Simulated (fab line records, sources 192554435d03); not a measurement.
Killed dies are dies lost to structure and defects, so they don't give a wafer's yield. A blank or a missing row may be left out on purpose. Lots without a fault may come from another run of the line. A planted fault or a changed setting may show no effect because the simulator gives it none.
Chamber matching | flow n5_finfet | N5_BEOL_M0_ETCH_138 on rie_diel-05: 4 sister chambers
The step etches SiCN in CH3F/O2, target depth 12 nm, time 31.6 s. 4 wafers are shown with their chamber, then 10 later ones without.

WAFERS WITH THEIR CHAMBER
wafer  | chamber | drypump_motor_current_A (A)
L085.5 | 2       | 5.4
L087.5 | 1       | 5.1
L088.3 | 3       | 6.4
L088.4 | 0       | 5.9

WAFERS WITHOUT THEIR CHAMBER
wafer  | drypump_motor_current_A (A)
L088.5 | 5.9
L095.1 | 5.3
L095.4 | 5.1
L095.6 | 5.9
L096.3 | 5.9
L096.5 | 5.1
L096.6 | 5.3
L097.1 | 6.4
L097.2 | 5.3
L097.5 | 6.4

WHICH CHAMBER EACH WENT THROUGH
wafer  | from the rows above     | in truth
L088.5 | 0                       | 0
L095.1 | can't be placed: 2 or 1 | 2
L095.4 | 1                       | 1
L095.6 | 0                       | 0
L096.3 | 0                       | 0
L096.5 | 1                       | 1
L096.6 | can't be placed: 2 or 1 | 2
L097.1 | 3                       | 3
L097.2 | can't be placed: 2 or 1 | 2
L097.5 | 3                       | 3
Placed correctly: 7 of 10. Can't be placed from these rows: 3 (the true chamber is among the candidates in 3). Placed wrongly: 0.
How it was worked out, from the rows above alone: a wafer's distance from a chamber is the root of the sum, over the readings, of the square of ((its reading less the chamber's mean) divided by the reading's scatter). The wafer belongs to the nearest chamber; if the next one is less than 2 further off, it can't be placed. A chamber's mean is the mean of its shown wafers. The scatter: with one shown wafer a chamber, the root of the mean of the squares of how far each hidden wafer lies from its nearest shown one.
